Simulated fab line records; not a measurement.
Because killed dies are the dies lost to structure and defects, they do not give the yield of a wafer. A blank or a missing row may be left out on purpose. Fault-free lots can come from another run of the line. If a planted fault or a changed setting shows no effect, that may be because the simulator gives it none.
Split-lot trial :: flow n5 finfet :: route with 1938 steps; 7 lots, 21 wafers read

SPLIT DETAILS
At N5_BEOL_M9_PECVD_70 (deposits SiO2 from TEOS/O2, target thk 20 nm, time 22.7 s), the setting temp c was moved away from the recipe's 400 C on 10 of the 21 wafers read, by -3.7% to +3.6%. This setting was run at the recipe's value on the other wafers.

Reading taken at the split's own step.

THE READING
SiO2_of_BEOL_M9_PECVD_70.thk nm (the simulator's own value, which no gauge read), in nm, at N5_BEOL_M9_PECVD_70 (deposits SiO2 from TEOS/O2, target thk 20 nm, time 22.7 s). No usual value for it is given in the file. Across the 11 wafers here that went through the recipe, the average is 20.2 nm and the standard deviation 0.27 nm.

wafer: L074.1
tool, chamber at the split: pecvd-03, 2
temp c as run, C: 387.9
against the recipe: -3.0%
SiO2_of_BEOL_M9_PECVD_70.thk nm, nm: 21.6
against lot-mates on the recipe: no lot-mate on the recipe

wafer: L074.5
tool, chamber at the split: pecvd-03, 2
temp c as run, C: 387.9
against the recipe: -3.0%
SiO2_of_BEOL_M9_PECVD_70.thk nm, nm: 21.6
against lot-mates on the recipe: no lot-mate on the recipe

wafer: L074.2
tool, chamber at the split: pecvd-03, 1
temp c as run, C: 387.9
against the recipe: -3.0%
SiO2_of_BEOL_M9_PECVD_70.thk nm, nm: 21.8
against lot-mates on the recipe: no lot-mate on the recipe

wafer: L080.1
tool, chamber at the split: pecvd-03, 1
temp c as run, C: 414.6
against the recipe: +3.6%
SiO2_of_BEOL_M9_PECVD_70.thk nm, nm: 18.6
against lot-mates on the recipe: -2.0

wafer: L080.5
tool, chamber at the split: pecvd-03, 1
temp c as run, C: 414.6
against the recipe: +3.6%
SiO2_of_BEOL_M9_PECVD_70.thk nm, nm: 18.6
against lot-mates on the recipe: -2.0

wafer: L080.2
tool, chamber at the split: pecvd-03, 0
temp c as run, C: 400
against the recipe: recipe
SiO2_of_BEOL_M9_PECVD_70.thk nm, nm: 20.6
against lot-mates on the recipe: -

wafer: L081.1
tool, chamber at the split: pecvd-03, 0,2
temp c as run, C: 400
against the recipe: recipe
SiO2_of_BEOL_M9_PECVD_70.thk nm, nm: 20.2
against lot-mates on the recipe: -

wafer: L081.2
tool, chamber at the split: pecvd-03, 0,2
temp c as run, C: 400
against the recipe: recipe
SiO2_of_BEOL_M9_PECVD_70.thk nm, nm: 20.2
against lot-mates on the recipe: -

wafer: L081.5
tool, chamber at the split: pecvd-03, 1
temp c as run, C: 400
against the recipe: recipe
SiO2_of_BEOL_M9_PECVD_70.thk nm, nm: 20.4
against lot-mates on the recipe: -

wafer: L084.1
tool, chamber at the split: pecvd-04, 1
temp c as run, C: 408.9
against the recipe: +2.2%
SiO2_of_BEOL_M9_PECVD_70.thk nm, nm: 18.8
against lot-mates on the recipe: -1.2

wafer: L084.2
tool, chamber at the split: pecvd-04, 0
temp c as run, C: 408.9
against the recipe: +2.2%
SiO2_of_BEOL_M9_PECVD_70.thk nm, nm: 18.6
against lot-mates on the recipe: -1.4

wafer: L084.4
tool, chamber at the split: pecvd-04, 0
temp c as run, C: 400
against the recipe: recipe
SiO2_of_BEOL_M9_PECVD_70.thk nm, nm: 20
against lot-mates on the recipe: -

wafer: L086.1
tool, chamber at the split: pecvd-01, 1
temp c as run, C: 400
against the recipe: recipe
SiO2_of_BEOL_M9_PECVD_70.thk nm, nm: 19.8
against lot-mates on the recipe: -

wafer: L086.3
tool, chamber at the split: pecvd-01, 1
temp c as run, C: 400
against the recipe: recipe
SiO2_of_BEOL_M9_PECVD_70.thk nm, nm: 19.8
against lot-mates on the recipe: -

wafer: L086.5
tool, chamber at the split: pecvd-01, 2
temp c as run, C: 400
against the recipe: recipe
SiO2_of_BEOL_M9_PECVD_70.thk nm, nm: 20
against lot-mates on the recipe: -

wafer: L087.3
tool, chamber at the split: pecvd-01, 2
temp c as run, C: 400
against the recipe: recipe
SiO2_of_BEOL_M9_PECVD_70.thk nm, nm: 20
against lot-mates on the recipe: -

wafer: L087.5
tool, chamber at the split: pecvd-01, 1
temp c as run, C: 385.3
against the recipe: -3.7%
SiO2_of_BEOL_M9_PECVD_70.thk nm, nm: 22.2
against lot-mates on the recipe: +2.2

wafer: L087.6
tool, chamber at the split: pecvd-01, 2
temp c as run, C: 385.3
against the recipe: -3.7%
SiO2_of_BEOL_M9_PECVD_70.thk nm, nm: 21.8
against lot-mates on the recipe: +1.8

wafer: L091.4
tool, chamber at the split: pecvd-03, 1
temp c as run, C: 388.6
against the recipe: -2.8%
SiO2_of_BEOL_M9_PECVD_70.thk nm, nm: 21.8
against lot-mates on the recipe: +1.4

wafer: L091.5
tool, chamber at the split: pecvd-03, 0
temp c as run, C: 400
against the recipe: recipe
SiO2_of_BEOL_M9_PECVD_70.thk nm, nm: 20.2
against lot-mates on the recipe: -

wafer: L091.6
tool, chamber at the split: pecvd-03, 2
temp c as run, C: 400
against the recipe: recipe
SiO2_of_BEOL_M9_PECVD_70.thk nm, nm: 20.6
against lot-mates on the recipe: -
When a row names more than one chamber, that row covers several wafers, and the file does not tell which wafer ran in which chamber.

THE FIT
A straight line over all 21 wafers: SiO2_of_BEOL_M9_PECVD_70.thk nm changes by -0.502 nm for each +1% of temp c; r = -0.97; the points scatter about the line by 0.27 nm.
The same after taking each lot's own level away (the mean of its wafers on the recipe; 18 wafers): -0.545 nm for each +1%; r = -0.99; scatter 0.13 nm.
According to that fit, moving temp c by its largest amount changes the reading by 2 nm.
Across the lots, their own levels run from 19.87 to 20.60 nm, a range of 2.7 times the standard deviation given above.
Hence the lot-to-lot level has little effect on the slope; both slopes agree.
Check: with one of the wafers moved furthest among these (-3.7%) left out of the fit, the line predicts +1.91 nm for it against its lot-mates. It came out at +2.2 nm against them.

THESE WAFERS: OTHER SPLITS
Before the reading, these wafers also passed through other splits. Each is held against what the fit with the lots' levels taken away leaves over:
other split on the same wafers: N5_BEOL_M8_HM_DEP_02 target thk a
wafers away from the commonest value: 5
r with SiO2_of_BEOL_M9_PECVD_70.thk nm (lot level and that fit taken away): -0.02

THE FILE'S OWN FIT
SiO2_of_BEOL_M9_PECVD_70.thk nm changes by -0.54 nm for each +1% of temp c, r = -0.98.
